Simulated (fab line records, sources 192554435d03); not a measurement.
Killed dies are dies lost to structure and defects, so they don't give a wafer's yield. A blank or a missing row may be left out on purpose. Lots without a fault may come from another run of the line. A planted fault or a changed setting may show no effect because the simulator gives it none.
Chamber matching | flow n5_finfet | N5_BEOL_M11_VIA_ETCH_34 on rie_diel-06: 4 sister chambers
The step etches SiCOH lowk in C4F6/O2, target depth 184.5 nm, time 69.2 s. 7 wafers are shown with their chamber, then 7 later ones without.

WAFERS WITH THEIR CHAMBER
wafer  | chamber | rf_vpp_V (V) | throttle_valve_pct (%)
L080.2 | 2       | 656          | 20.57
L082.3 | 1       | 675          | 20.54
L082.4 | 2       | 656          | 20.55
L091.3 | 0       | 683          | 21.16
L091.5 | 3       | 679          | 21.00
L092.2 | 1       | 675          | 20.56
L092.3 | 3       | 681          | 20.98

WAFERS WITHOUT THEIR CHAMBER
wafer  | rf_vpp_V (V) | throttle_valve_pct (%)
L092.5 | 675          | 20.58
L095.1 | 678          | 21.00
L095.2 | 657          | 20.62
L095.6 | 672          | 20.58
L097.4 | 673          | 20.57
L097.5 | 656          | 20.59
L097.6 | 679          | 20.99

WHICH CHAMBER EACH WENT THROUGH
wafer  | from the rows above | in truth
L092.5 | 1                   | 1
L095.1 | 3                   | 3
L095.2 | 2                   | 2
L095.6 | 1                   | 1
L097.4 | 1                   | 1
L097.5 | 2                   | 2
L097.6 | 3                   | 3
Placed correctly: 7 of 7. Can't be placed from these rows: 0. Placed wrongly: 0.
How it was worked out, from the rows above alone: a wafer's distance from a chamber is the root of the sum, over the readings, of the square of ((its reading less the chamber's mean) divided by the reading's scatter). The wafer belongs to the nearest chamber; if the next one is less than 2 further off, it can't be placed. A chamber's mean is the mean of its shown wafers. The scatter: the root of (the sum of the squares of (reading less its chamber's mean) over the shown wafers, divided by (wafers less chambers)).
